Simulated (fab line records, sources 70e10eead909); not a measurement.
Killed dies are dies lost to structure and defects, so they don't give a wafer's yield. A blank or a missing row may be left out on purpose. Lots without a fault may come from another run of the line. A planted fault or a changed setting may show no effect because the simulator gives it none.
A struck lot beside a sound one | flow nand_harc | 43 steps out of a route of 1159
Sound: wafers L398.2, L398.4, L398.5. Struck: wafer L420.6. (L420.1, L420.3 of the same lot were not struck and are left out.) The cause comes at the end.
At each step with rows: each side's tool, then ch and its chambers, then its first start. Under that, the readings that differ: sound wafers | struck wafers | difference of the means | sigmas: that difference in standard deviations of wafers without a fault.
alike: readings whose means differ by less than 2 such deviations, and words and numbers that are the same on both sides. not compared: withheld readings, readings that some wafer has no value for, bounds like >300 that may hide the same value, and numbers for which the record gives no deviation and whose values overlap.
The two part at a step that has a row with sigmas, a row that says differs or no value, or rows on one side only. Numbers that don't overlap but have no deviation are shown without sigmas and don't part them. A reading that every wafer of one side lacks parts them only if that side has two wafers or more.

NHARC_A_CONTACT_CD_MEAS_42: target cd 200 nm.
  sound on cd_sem-02 ch 0, day 16 06:31; struck on cd_sem-03 ch 0, day 21 16:49
  alike: cd_nm
NHARC_A_CONTACT_OVL_MEAS_43:
  sound on overlay-02, day 16 06:37; struck on overlay-01, day 21 16:55
  alike: overlay_x_nm, overlay_y_nm
NHARC_A_CONTACT_INSPECT_44:
  sound on defect_inspect-02, day 16 06:38; struck on defect_inspect-02, day 21 16:57
  alike: raw_defect_count
then, 9 steps without rows for these wafers: NHARC_A_CONTACT_DESCUM_47 (chemistry O2, time 3 s); NHARC_A_CONTACT_ETCH_48 (etches the open film in CF4, target depth 39 nm, time 65 s); NHARC_A_CONTACT_ETCH_49 (etches the open film in N2/H2, target depth 260 nm, time 475.3 s); NHARC_A_CONTACT_ETCH_50 (etches the open film in CF4/CHF3, target depth 84.7 nm, time 42.4 s); NHARC_A_CONTACT_ETCH_51 (etches the open film in O2/COS, target depth 3600 nm, time 936 s); NHARC_A_CONTACT_ETCH_111 (etches the open film in C4F8/O2/Ar, time 140 s, target depth 700 nm); NHARC_A_CONTACT_ETCH_112 (etches the open film in C4F8/O2/Ar, time 94 s, target depth 922 nm); NHARC_A_CONTACT_ETCH_113 (etches the open film in C4F8/O2/Ar, time 94 s, target depth 922 nm); NHARC_A_CONTACT_ETCH_114 (etches the open film in C4F8/O2/Ar, time 94 s, target depth 922 nm).
NHARC_A_CONTACT_ETCH_115: etches the open film in C4F8/O2/Ar, time 94 s, target depth 922 nm.
  sound on har_cap_etch-02 ch 1, day 16 08:26; struck on har_cap_etch-02 ch 1, day 21 18:51
  not compared: rf_hours_counter_h
NHARC_A_CONTACT_ETCH_116: etches the open film in C4F8/O2/Ar, time 94 s, target depth 922 nm.
  sound on har_cap_etch-02 ch 1, day 16 08:32; struck on har_cap_etch-02 ch 1, day 21 18:56
  not compared: rf_hours_counter_h
NHARC_A_CONTACT_ETCH_117: etches the open film in C4F8/O2/Ar, time 94 s, target depth 922 nm.
  sound on har_cap_etch-02 ch 1, day 16 08:37; struck on har_cap_etch-02 ch 1, day 21 19:02
  not compared: rf_hours_counter_h
then, 2 steps without rows for these wafers: NHARC_A_CONTACT_ETCH_118 (etches the open film in C4F8/O2/Ar, time 94 s, target depth 922 nm); NHARC_A_CONTACT_ETCH_119 (etches the open film in C4F8/O2/Ar, time 94 s, target depth 922 nm).
NHARC_A_CONTACT_ETCH_120: etches the open film in C4F8/O2/Ar, time 94 s, target depth 922 nm.
  sound on har_cap_etch-02 ch 1, day 16 08:54; struck on har_cap_etch-02 ch 1, day 21 19:18
  not compared: rf_hours_counter_h
then, 1 step without rows for these wafers: NHARC_A_CONTACT_ETCH_121 (etches the open film in C4F8/O2/Ar, time 94 s, target depth 922 nm).
NHARC_A_CONTACT_ETCH_122: etches the open film in C4F8/O2/Ar, time 95 s, target depth 930 nm.
  sound on har_cap_etch-02 ch 1, day 16 09:05; struck on har_cap_etch-02 ch 1, day 21 19:29
  not compared: rf_hours_counter_h
NHARC_A_CONTACT_ETCH_123: etches the open film in C4F8/O2/Ar, time 253 s, target depth 1090 nm.
  sound on har_cap_etch-02 ch 1, day 16 09:10; struck on har_cap_etch-02 ch 1, day 21 19:35
  not compared: rf_hours_counter_h
then, 2 steps without rows for these wafers: NHARC_A_CONTACT_ETCH_90 (etches the open film in CH3F/O2, target depth 40 nm, time 85.7 s); NHARC_A_CONTACT_ETCH_96 (etches the open film in C4F6/O2, target depth 20 nm, time 10 s).
NHARC_A_CONTACT_CD_MEAS_53:
  sound on cd_sem-01, day 16 10:00; struck on cd_sem-02, day 21 20:25
  alike: cd_nm
then, 18 steps without rows for these wafers: NHARC_A_CONTACT_STRIP_99 (strips in N2/H2); NHARC_A_CONTACT_STRIP_100 (strips in CF4/CHF3); NHARC_A_CONTACT_STRIP_101 (strips in O2/COS); NHARC_A_CONTACT_ETCH_102 (etches the open film in CF4/O2, target depth 70 nm, overetch 7 nm, time 38.5 s); NHARC_A_CONTACT_STRIP_55 (strips in O2); NHARC_A_CONTACT_STRIP_56 (strips in post etch residue remover, time 600 s); NHARC_A_CONTACT_DEP_57 (deposits aC, target thk 2800 nm); NHARC_A_CONTACT_DEP_58 (deposits SiON, target thk 60 nm); NHARC_A_CONTACT_DEHYDRATE_59 (time 120 s); NHARC_A_CONTACT_HMDS_60 (time 30 s); NHARC_A_CONTACT_COAT_61 (time 75 s); NHARC_A_CONTACT_COAT_62 (time 65 s); NHARC_A_CONTACT_COAT_63 (resist thk 90 nm); NHARC_A_CONTACT_SOFTBAKE_64 (time 55 s); NHARC_A_CONTACT_EBR_65; NHARC_A_CONTACT_EXPOSE_66 (exposes mask A CC 2); NHARC_A_CONTACT_PEB_67 (peb time 65 s); NHARC_A_CONTACT_DEVELOP_68 (develop time 35 s).
-- the record jumps here: 4 days lie between the struck wafers' starts before and after (it left off in module A_CONTACT and takes up again in module END, whose first step shown is number 1159 of the route) --
NHARC_END_SORT_01:
  the record has rows for the struck wafers here (prober-01 ch 0, day 26 03:01) and none for the sound ones

WHERE THEY PART
Only at NHARC_END_SORT_01, within this record.

WHY: what the simulator had put in
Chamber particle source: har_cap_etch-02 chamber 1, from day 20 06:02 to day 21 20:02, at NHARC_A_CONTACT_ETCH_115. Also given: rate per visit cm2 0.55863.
